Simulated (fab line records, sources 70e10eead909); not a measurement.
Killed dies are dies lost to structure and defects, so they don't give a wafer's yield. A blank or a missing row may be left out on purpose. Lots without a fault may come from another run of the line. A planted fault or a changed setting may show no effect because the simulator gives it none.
Tool commonality check | flow nand_harc | 11 lots, 33 wafers sampled

WHY IT WAS OPENED
At NHARC_P_GATE_CD_MEAS_26 the reading cd_nm is flagged on 1 of 11 lots. Wafers without a fault read 120.5 nm, standard deviation 0.78.
Rule: a lot is flagged when every wafer of it that has a number lies more than 4 standard deviations from that mean, or none has a number. The other lots count as sound.

lot  | measured     | on        | cd_nm (nm), wafer by wafer | flag
L191 | day 4 15:19  | cd_sem-03 | 120.0 120.3 121.4          |
L193 | day 5 07:42  | cd_sem-01 | 120.5 120.4 120.1          |
L192 | day 5 07:52  | cd_sem-03 | 120.5 120.3 120.6          |
L195 | day 6 00:57  | cd_sem-01 | 120.9 119.1 120.5          |
L197 | day 6 04:17  | cd_sem-03 | 121.5 121.1 121.6          |
L199 | day 6 20:15  | cd_sem-01 | 120.4 120.4 120.8          |
L200 | day 6 21:21  | cd_sem-03 | 107.9 107.1 106.9          | FLAGGED
L209 | day 9 05:56  | cd_sem-03 | 120.5 121.7 121.9          |
L211 | day 9 19:37  | cd_sem-03 | 121.8 121.2 122.1          |
L212 | day 10 04:19 | cd_sem-02 | 120.8 120.3 121.0          |
L213 | day 10 04:46 | cd_sem-03 | 120.9 121.2 121.0          |
The numbers of the flagged lots are 107.3 nm on average: -13.2 nm against the usual, or -17 standard deviations.

WHICH TOOL RAN EACH LOT
The record holds 2 process steps before the reading, out of a route of 1159 steps. In each cell: the tool, then ch and the chambers that the sampled wafers went through, then the start.
lot  | flag    | NHARC_P_STI_ETCH_31                          | NHARC_P_GATE_EXPOSE_23
L191 |         | rie_diel-04 ch 0,1,2, day 2 19:20 or earlier | arfi_scanner-03 ch 0, day 4 15:11
L193 |         | rie_diel-09 ch 2,3, day 3 02:49 or earlier   | arfi_scanner-02 ch 0, day 5 07:34
L192 |         | rie_diel-04 ch 1,2, day 3 02:47 or earlier   | arfi_scanner-03 ch 0, day 5 07:43
L195 |         | rie_diel-01 ch 0,1,3, day 3 19:24 or earlier | arfi_scanner-02 ch 0, day 6 00:49
L197 |         | rie_diel-04 ch 1,2,3, day 4 06:31 or earlier | arfi_scanner-02 ch 0, day 6 04:08
L199 |         | rie_diel-09 ch 1,2,3, day 4 21:56 or earlier | arfi_scanner-01 ch 0, day 6 20:06
L200 | FLAGGED | rie_diel-04 ch 0,2,3, day 4 22:04 or earlier | arfi_scanner-02 ch 0, day 6 21:13
L209 |         | rie_diel-04 ch 0,3, day 7 06:15 or earlier   | arfi_scanner-03 ch 0, day 9 05:47
L211 |         | rie_diel-04 ch 0,1, day 7 18:08 or earlier   | arfi_scanner-02 ch 0, day 9 19:28
L212 |         | rie_diel-04 ch 1,2,3, day 8 02:52 or earlier | arfi_scanner-01 ch 0, day 10 04:11
L213 |         | rie_diel-01 ch 1,2,3, day 8 06:29 or earlier | arfi_scanner-02 ch 0, day 10 04:38
What these steps do:
- NHARC_P_STI_ETCH_31: etches the open film in CF4/CHF3, target depth 108.9 nm, time 54.5 s.
- NHARC_P_GATE_EXPOSE_23: exposes mask P GATE, target cd 120 nm.
- NHARC_P_GATE_CD_MEAS_26: target cd 120 nm.

FLAGGED OVER TOTAL, TOOL BY TOOL (the gauges that took the reading come last)
step                    | tool            | lots run | flagged | share of the flagged lots | sound lots run after its first flagged lot
NHARC_P_STI_ETCH_31     | rie_diel-01     | 2        | 0       | none                      | -
NHARC_P_STI_ETCH_31     | rie_diel-04     | 7        | 1       | all                       | 3 (L209,L211,L212)
NHARC_P_STI_ETCH_31     | rie_diel-09     | 2        | 0       | none                      | -
NHARC_P_GATE_EXPOSE_23  | arfi_scanner-01 | 2        | 0       | none                      | -
NHARC_P_GATE_EXPOSE_23  | arfi_scanner-02 | 6        | 1       | all                       | 2 (L211,L213)
NHARC_P_GATE_EXPOSE_23  | arfi_scanner-03 | 3        | 0       | none                      | -
NHARC_P_GATE_CD_MEAS_26 | cd_sem-01       | 3        | 0       | none                      | -
NHARC_P_GATE_CD_MEAS_26 | cd_sem-02       | 1        | 0       | none                      | -
NHARC_P_GATE_CD_MEAS_26 | cd_sem-03       | 7        | 1       | all                       | 3 (L209,L211,L213)
NHARC_P_STI_ETCH_31 gives no start for some lots, so the hours and the order of its lots are those of NHARC_P_STI_OCD_MEAS_43.

WHAT THE TABLE ALLOWS
3 rows of the table ran every flagged lot: rie_diel-04 at NHARC_P_STI_ETCH_31, arfi_scanner-02 at NHARC_P_GATE_EXPOSE_23, cd_sem-03 at NHARC_P_GATE_CD_MEAS_26.
- rie_diel-04 at NHARC_P_STI_ETCH_31: 1 of its 7 lots flagged. Sound lots ran on it after the first flagged one (L209, L211, L212), which a lasting fault on the whole tool wouldn't allow.
- arfi_scanner-02 at NHARC_P_GATE_EXPOSE_23: 1 of its 6 lots flagged. Sound lots ran on it after the first flagged one (L211, L213), which a lasting fault on the whole tool wouldn't allow.
- cd_sem-03 at NHARC_P_GATE_CD_MEAS_26: 1 of its 7 lots flagged. Sound lots ran on it after the first flagged one (L209, L211, L213), which a lasting fault on the whole tool wouldn't allow.
No row of the table ran every flagged lot and no sound lot after the first.

WHAT THE SIMULATOR HAD PUT IN
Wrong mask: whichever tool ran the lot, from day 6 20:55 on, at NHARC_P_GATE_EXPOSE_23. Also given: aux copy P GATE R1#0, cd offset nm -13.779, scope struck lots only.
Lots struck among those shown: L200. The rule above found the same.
